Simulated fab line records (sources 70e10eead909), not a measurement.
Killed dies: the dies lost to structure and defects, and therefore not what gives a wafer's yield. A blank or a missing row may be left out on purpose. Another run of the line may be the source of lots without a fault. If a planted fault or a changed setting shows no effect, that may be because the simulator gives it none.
Chamber matching :: flow nand-harc :: rie-diel-02 running NHARC_A_STAIRCASE_TRIM_196: 4 sister chambers
The step chemistry O2, time 211.2 s. 4 wafers are shown with their chamber, then 10 later ones without.

WAFERS PAIRED WITH THEIR CHAMBERS
wafer: L077.2
chamber: 2
drypump-motor-current-A (A): 5.4

wafer: L084.5
chamber: 1
drypump-motor-current-A (A): 5.4

wafer: L087.1
chamber: 3
drypump-motor-current-A (A): 5.0

wafer: L087.4
chamber: 0
drypump-motor-current-A (A): 5.9

WAFERS WITH NO CHAMBER GIVEN
wafer: L087.5
drypump-motor-current-A (A): 5.4

wafer: L092.2
drypump-motor-current-A (A): 5.4

wafer: L092.3
drypump-motor-current-A (A): 5.0

wafer: L092.6
drypump-motor-current-A (A): 5.4

wafer: L096.2
drypump-motor-current-A (A): 6.0

wafer: L096.5
drypump-motor-current-A (A): 5.0

wafer: L096.6
drypump-motor-current-A (A): 5.4

wafer: L097.1
drypump-motor-current-A (A): 5.9

wafer: L097.3
drypump-motor-current-A (A): 5.4

wafer: L097.5
drypump-motor-current-A (A): 5.4

EACH ONE'S CHAMBER
wafer: L087.5
from the rows above: can't be placed: 1 or 2
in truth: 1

wafer: L092.2
from the rows above: can't be placed: 1 or 2
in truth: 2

wafer: L092.3
from the rows above: 3
in truth: 3

wafer: L092.6
from the rows above: can't be placed: 1 or 2
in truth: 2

wafer: L096.2
from the rows above: 0
in truth: 0

wafer: L096.5
from the rows above: 3
in truth: 3

wafer: L096.6
from the rows above: can't be placed: 1 or 2
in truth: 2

wafer: L097.1
from the rows above: 0
in truth: 0

wafer: L097.3
from the rows above: can't be placed: 1 or 2
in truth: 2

wafer: L097.5
from the rows above: can't be placed: 1 or 2
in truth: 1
4 of 10 placed correctly. These rows do not allow placing 6 (true chamber among the candidates in 6). Number placed wrongly: 0.
How it was worked out, from the rows above alone: a wafer's distance from a chamber is the root of the sum, over the readings, of the square of ((its reading less the chamber's mean) divided by the reading's scatter). The wafer belongs to the nearest chamber; if the next one is less than 2 further off, it can't be placed. A chamber's mean is the mean of its shown wafers. The scatter: with one shown wafer a chamber, the root of the mean of the squares of how far each hidden wafer lies from its nearest shown one.
